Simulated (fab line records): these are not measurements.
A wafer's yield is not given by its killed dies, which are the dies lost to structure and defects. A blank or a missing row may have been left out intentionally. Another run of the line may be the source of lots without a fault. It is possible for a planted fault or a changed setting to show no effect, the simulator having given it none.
fab line records	flow nand_harc
[record] lots = 5	wafers = 14	last_day = 24
route steps=1159 shown P_BONDPAD@360
lots with no fault: from the same line, run without faults
start_h: the number of hours between the record's first day and the start of the first shown wafer of the lot	wait_h: time in hours since the lot's previous step	" same as the row above	L1.1+2: several wafers, shown together as one row	- no value, or no start given	* or withheld: withheld	< > ~ a bound
route shown NAME@n: a module of which the file shows steps, and the number in the route of the first	usual: average and standard deviation across the fault-free wafers	same: alike in all rows	chamber/n: place in a boat	sites: the reading at each site	_std_site: how widely they spread, as a standard deviation	_edge_site: inner sites' mean taken away from outer sites' mean	radius_mm: how far each site lies from the wafer's centre	mask NAME#n: copy n	behind: tool/chamber where the wafer was last shaped	hold: cause of the lot's hold/its duration in hours/its outcome	device: transistor that didn't switch, given as n, p or np	end of line: the same wafers' tests at the end of the route	a step without rows: its recipe alone	killed: not the wafer's yield, but the dies lost to structure and defects at the first sort	map: a wafer's dies, marking killed ones x, the rest . and places with no die _
set.NAME: the run value of the setting; set.NAME@STEP: its run value at that earlier step	model.NAME: the simulator's own value behind a step, which no gauge read
certain route steps with their lots: each step a table, each wafer a row
services: the hour from which a tool's chamber was out of use, counted from the record's first day as start_h (under 0 if before that day), plus the number of hours and why
[[steps]]
[step NHARC_P_BONDPAD_EBR_05]
[step NHARC_P_BONDPAD_EXPOSE_06]
[recipe] na = 0.55	dose_mj = 37.06	mask_id = P_BPAD
[step NHARC_P_BONDPAD_PEB_07]
[recipe] peb_temp_c = 128	peb_time_s = 80
[step NHARC_P_BONDPAD_DEVELOP_08]
[recipe] time_s = 50	dev_temp_c = 22
[step NHARC_P_BONDPAD_CD_MEAS_09]
[recipe] target_cd_nm = 500	landing_energy_ev = 500
[usual] cd_nm = 501/3.1
lot.wafer	tool	chamber	start_h	wait_h	cd_nm
L400.2	cd_sem-02	0	123.60	-	502
L400.3	"	0	"	"	498
L400.4	"	0	"	"	505
L407.4	cd_sem-02	0	173.22	-	507
L407.5	"	0	"	"	503
L421.2	cd_sem-02	0	251.99	-	499
L421.4	"	0	"	"	501
L421.5	"	0	"	"	502
L422.3	cd_sem-03	0	270.11	-	503
L422.4	"	0	"	"	504
L422.5	"	0	"	"	501
L423.1	cd_sem-01	0	270.69	-	502
L423.2	"	0	"	"	499
L423.5	"	0	"	"	500
[step NHARC_P_BONDPAD_OVL_MEAS_38]
[usual] overlay_x_nm = -1/6.7	overlay_y_nm = -1/5.7
lot.wafer	tool	chamber	start_h	wait_h	overlay_x_nm	overlay_y_nm
L400.2	overlay-02	-	123.69	-	3	-3
L400.3	"	-	"	"	3	-3
L400.4	"	-	"	"	3	-3
L407.4	overlay-02	-	173.31	-	-6	0
L407.5	"	-	"	"	-6	0
L421.2	overlay-02	-	252.08	-	6	9
L421.4	"	-	"	"	7	9
L421.5	"	-	"	"	7	9
L422.3	overlay-02	-	270.19	-	3	-2
L422.4	"	-	"	"	3	-2
L422.5	"	-	"	"	3	-2
L423.1	overlay-01	-	270.78	-	4	1
L423.2	"	-	"	"	4	0
L423.5	"	-	"	"	4	0
[step NHARC_P_BONDPAD_HARDBAKE_10]
[recipe] temp_c = 118	time_s = 65
[step NHARC_P_BONDPAD_DESCUM_11]
[recipe] time_s = 3	o2_flow_sccm = 200	ar_flow_sccm = 0	bias_power_w = 0	chemistry = O2
[usual] drypump_motor_current_A = 5.7/0.55	oes_product_au = 1.006/0.01	rf_vpp_V = 57.9/0.86	showerhead_plenum_p_Torr = 1.94/0.073	throttle_valve_pct = 11.311/0.0084
[same] bias_power_w = 0
lot.wafer	tool	chamber	start_h	wait_h	drypump_motor_current_A	oes_product_au	rf_hours_counter_h	rf_vpp_V	showerhead_plenum_p_Torr	throttle_valve_pct
L400.2	rie_diel-05	2	123.81	-	6.3	1.025	37	57.5	1.98	11.304
L400.4	"	3	"	"	6.3	1.023	50	57.5	1.89	11.315
L400.3	"	1	"	"	5.2	0.999	49	56.0	1.77	11.321
L407.4	rie_diel-11	1	173.43	-	5.3	1.001	14	57.2	1.86	11.309
L407.5	"	2	"	"	4.9	1.012	-	57.6	1.98	11.310
L421.4	rie_diel-11	2	252.21	-	4.9	1.008	6	57.8	1.98	11.313
L421.2	"	0	"	"	6.3	1.004	5	57.4	1.98	11.309
L421.5	"	1	"	"	5.3	1.006	-	57.6	1.86	11.323
L422.3	rie_diel-11	0	270.36	-	6.3	1.012	7	57.8	1.98	11.307
L422.4	"	3	"	"	5.8	1.000	7	57.7	2.00	11.303
L422.5	"	0	"	"	6.3	1.004	-	58.1	1.98	11.309
L423.2	rie_diel-11	3	270.92	-	5.8	0.995	7	59.7	2.00	11.311
L423.1	"	0	"	"	6.3	1.007	7	58.3	1.98	11.310
L423.5	"	2	"	"	4.9	0.994	-	57.7	1.98	11.321
[step NHARC_P_BONDPAD_ETCH_37]
[recipe] target_depth_a = 600	overetch_a = 180	time_s = 65.91	ion_energy_ev = 200	n2_flow_sccm = 150	h2_flow_sccm = 150	ar_flow_sccm = 0	rf_w = 400	bias_w = 150	chemistry = N2/H2
[usual] drypump_motor_current_A = 5.7/0.55	h2_flow_sccm = 150.0/0.41	oes_product_au = 1.004/0.01	rf_vpp_V = 431.2/2.2	run_length_s = 87.3/0.51	showerhead_plenum_p_Torr = 2.07/0.079	throttle_valve_pct = 14.171/0.009
lot.wafer	tool	chamber	start_h	wait_h	drypump_motor_current_A	h2_flow_sccm	oes_product_au	rf_hours_counter_h	rf_vpp_V	run_length_s	showerhead_plenum_p_Torr	throttle_valve_pct
L400.2	rie_diel-05	3	123.93	0.1	6.3	150.0	1.028	50	428.9	87.5	2.01	14.155
L400.4	"	0	"	"	6.3	150.1	1.009	48	429.5	87.9	2.02	14.177
L400.3	"	2	"	"	6.3	151.4	1.026	37	431.5	87.5	2.11	14.172
L407.4	rie_diel-11	3	173.51	0.1	5.8	150.2	1.008	14	432.8	87.0	2.14	14.160
L407.5	"	0	"	"	6.3	150.4	0.998	-	432.4	86.5	2.12	14.180
L421.4	rie_diel-11	2	252.29	0.1	4.9	150.4	1.016	6	431.7	87.9	2.11	14.165
L421.2	"	3	"	"	5.8	150.6	1.017	5	433.2	86.6	2.13	14.176
L421.5	"	2	"	"	4.9	150.0	1.014	-	433.0	87.8	2.11	14.162
L422.4	rie_diel-11	2	270.44	0.1	4.9	149.9	0.993	7	432.5	88.2	2.11	14.166
L422.3	"	0	"	"	6.3	149.9	1.001	7	433.6	86.9	2.11	14.185
L422.5	"	3	"	"	5.8	150.0	0.993	-	432.5	86.8	2.13	14.186
L423.2	rie_diel-11	3	270.99	0.1	5.8	149.9	0.993	7	433.4	86.9	2.13	14.154
L423.1	"	0	"	"	6.3	149.8	1.013	7	431.7	86.8	2.11	14.168
L423.5	"	0	"	"	6.3	150.3	1.006	-	432.6	86.4	2.11	14.178
[step NHARC_P_BONDPAD_ETCH_12]
[recipe] target_depth_a = 2000	time_s = 100	chf3_flow_sccm = 50	o2_flow_sccm = 10	ar_flow_sccm = 200	rf_w = 500	bias_w = 200	chemistry = CHF3/O2
[usual] drypump_motor_current_A = 5.7/0.55	oes_product_au = 0.950/0.025	rf_vpp_V = 371.4/2.2	run_length_s = 121.4/0.47	showerhead_plenum_p_Torr = 2.44/0.088	throttle_valve_pct = 20.573/0.011
lot.wafer	tool	chamber	start_h	wait_h	drypump_motor_current_A	oes_product_au	rf_hours_counter_h	rf_vpp_V	run_length_s	showerhead_plenum_p_Torr	throttle_valve_pct
L400.3	rie_diel-05	2	-	-	6.3	0.959	37	371.4	121.8	2.48	20.584
L400.4	"	3	"	"	6.3	0.974	50	370.0	121.5	2.37	20.584
L400.2	"	0	"	"	6.3	0.977	48	370.0	121.4	2.39	20.564
L407.4	rie_diel-11	3	-	-	5.8	0.920	14	372.8	120.8	2.51	20.564
L407.5	"	2	"	"	4.9	0.929	-	373.2	122.1	2.48	20.594
L421.4	rie_diel-11	3	-	-	5.8	0.979	5	372.6	121.3	2.50	20.573
L421.2	"	0	"	"	6.3	0.979	5	372.3	120.7	2.48	20.575
L421.5	"	2	"	"	4.9	0.967	-	373.6	122.1	2.48	20.585
L422.4	rie_diel-11	3	-	-	5.8	0.925	7	373.5	121.4	2.50	20.564
L422.3	"	1	"	"	5.3	0.937	7	367.5	121.7	2.33	20.571
L422.5	"	3	"	"	5.8	0.937	-	371.0	120.6	2.50	20.576
L423.1	rie_diel-11	3	-	-	5.8	0.926	7	370.7	120.8	2.50	20.591
L423.2	"	0	"	"	6.3	0.929	7	371.1	121.3	2.48	20.572
L423.5	"	2	"	"	4.9	0.918	-	372.2	122.3	2.48	20.567
[step NHARC_P_BONDPAD_CD_MEAS_13]
[usual] cd_nm = 500/3.2
lot.wafer	tool	chamber	start_h	wait_h	cd_nm
L400.2	cd_sem-03	-	124.16	-	502
L400.3	"	-	"	"	497
L400.4	"	-	"	"	506
L407.4	cd_sem-03	-	173.75	-	505
L407.5	"	-	"	"	502
L421.2	cd_sem-03	-	252.52	-	500
L421.4	"	-	"	"	500
L421.5	"	-	"	"	502
L422.3	cd_sem-03	-	270.74	-	501
L422.4	"	-	"	"	503
L422.5	"	-	"	"	501
L423.1	cd_sem-02	-	271.22	-	501
L423.2	"	-	"	"	500
L423.5	"	-	"	"	498
[step NHARC_P_BONDPAD_STRIP_15]
[recipe] o2_flow_sccm = 500	ar_flow_sccm = 0	bias_w = 0	chemistry = O2
[usual] drypump_motor_current_A = 5.7/0.53	oes_product_au = 1.003/0.011	rf_vpp_V = 57.9/0.76	showerhead_plenum_p_Torr = 3.56/0.15	throttle_valve_pct = 17.037/0.0092
lot.wafer	tool	chamber	start_h	wait_h	drypump_motor_current_A	oes_product_au	rf_hours_counter_h	rf_vpp_V	showerhead_plenum_p_Torr	throttle_valve_pct
L400.2	rie_diel-13	0	124.23	0.1	6.3	1.003	6	56.9	3.29	17.038
L400.3	"	1	"	"	6.0	1.015	6	58.3	3.36	17.053
L400.4	"	3	"	"	5.2	0.978	7	56.9	3.51	17.030
L407.4	rie_diel-11	3	173.83	0.1	5.8	0.996	14	58.2	3.68	17.030
L407.5	"	2	"	"	4.9	1.011	-	58.8	3.64	17.029
L421.2	rie_diel-13	0	252.59	0.1	6.3	0.992	55	56.7	3.26	17.033
L421.4	"	3	"	"	5.2	0.984	52	56.5	3.49	17.029
L421.5	"	0	"	"	6.3	0.982	-	57.5	3.26	17.030
L422.3	rie_diel-05	2	270.82	0.1	6.3	1.004	38	57.3	3.61	17.034
L422.4	"	3	"	"	6.3	0.996	31	57.6	3.46	17.028
L422.5	"	2	"	"	6.3	1.006	-	58.0	3.61	17.026
L423.2	rie_diel-11	2	271.29	0.1	4.9	0.984	8	57.1	3.64	17.020
L423.1	"	3	"	"	5.8	1.001	7	56.4	3.67	17.027
L423.5	"	2	"	"	4.9	0.996	-	57.9	3.64	17.029
[step NHARC_P_BONDPAD_ETCH_24]
[recipe] target_depth_a = 300	over_etch_frac = 0.3	time_s = 72.99	ion_energy_ev = 150	cf4_flow_sccm = 50	n2_flow_sccm = 100	ar_flow_sccm = 150	rf_w = 300	bias_w = 100	chemistry = CF4/N2
[usual] drypump_motor_current_A = 5.7/0.52	oes_product_au = 1.004/0.01	rf_vpp_V = 314.5/2	run_length_s = 94.5/0.48	showerhead_plenum_p_Torr = 2.65/0.11	throttle_valve_pct = 19.794/0.0091
lot.wafer	tool	chamber	start_h	wait_h	drypump_motor_current_A	oes_product_au	rf_hours_counter_h	rf_vpp_V	run_length_s	showerhead_plenum_p_Torr	throttle_valve_pct
L400.2	rie_diel-13	1	124.38	-	5.9	1.012	6	310.6	94.9	2.50	19.790
L400.4	"	3	"	"	5.2	0.974	7	315.3	94.8	2.61	19.795
L400.3	"	0	"	"	6.3	0.984	6	311.1	94.5	2.44	19.799
L407.4	rie_diel-11	1	173.99	-	5.3	0.993	14	311.8	73.8	2.55	19.795
L407.5	"	2	"	"	4.9	1.010	-	316.8	94.8	2.71	19.787
L421.2	rie_diel-13	2	252.75	-	5.8	0.998	54	318.4	94.4	2.81	19.790
L421.4	"	0	"	"	6.3	0.987	55	311.5	95.0	2.42	19.798
L421.5	"	1	"	"	6.0	1.011	-	312.6	95.4	2.48	19.800
L422.4	rie_diel-05	3	270.97	-	6.3	1.000	31	312.7	94.3	2.57	19.802
L422.3	"	1	"	"	5.2	0.985	39	316.4	94.2	2.82	19.804
L422.5	"	3	"	"	6.3	0.990	-	312.4	94.2	2.57	19.801
L423.1	rie_diel-11	3	271.45	-	5.8	0.998	7	315.8	93.7	2.74	19.788
L423.2	"	1	"	"	5.3	1.014	8	312.6	94.4	2.55	19.810
L423.5	"	3	"	"	5.8	1.010	-	315.3	94.2	2.74	19.788
[step NHARC_P_BONDPAD_STRIP_16]
[recipe] time_s = 600	temp_c = 30	chemistry = post_etch_residue_remover
[[services]]
tool	chamber	start_h	hours	kind
rie_diel-11	0	119.50	-	clean
rie_diel-11	1	119.50	-	clean
rie_diel-11	2	119.50	-	clean
rie_diel-11	3	119.50	-	clean
rie_diel-11	0	136.91	9.5	repair
rie_diel-11	1	142.10	6.2	repair
rie_diel-11	2	144.01	-	clean
rie_diel-11	3	144.01	-	clean
rie_diel-05	-	163.62	9.0	pm
rie_diel-11	0	168.51	-	clean
rie_diel-11	1	168.51	-	clean
rie_diel-11	2	168.51	-	clean
rie_diel-11	3	168.51	-	clean
rie_diel-05	0	172.99	1.4	repair
rie_diel-11	-	189.50	9.0	pm
rie_diel-11	0	189.50	9.0	vent_cycle
rie_diel-11	1	189.50	9.0	vent_cycle
rie_diel-11	2	189.50	9.0	vent_cycle
rie_diel-11	3	189.50	9.0	vent_cycle
rie_diel-05	0	189.75	3.0	repair
rie_diel-11	0	198.50	-	clean
rie_diel-05	3	204.70	9.8	repair
rie_diel-13	3	232.11	3.8	repair
rie_diel-11	1	245.05	1.3	repair
[[key]]
[first_sign] step = NHARC_P_BONDPAD_ETCH_24	reading = run_length_s	direction = down	sigmas = 43	usual = *	struck = *
effect none on later readings
met_at NHARC_P_BONDPAD_ETCH_24
struck_wafers L407.4
sort_left_out L407.4
[fault] kind = process_parameter_drift	tool = rie_diel-11	chamber = -	onset_h = 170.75	steps = NHARC_P_BONDPAD_ETCH_24	channel = time_s	offset = *	shape = step	end_h = 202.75	scope = struck_wafers_only	acts_in = *	stated = *
// sort_left_out: the simulated sort isn't trusted on such a fault, so these wafers' sort isn't shown, and their yield isn't known
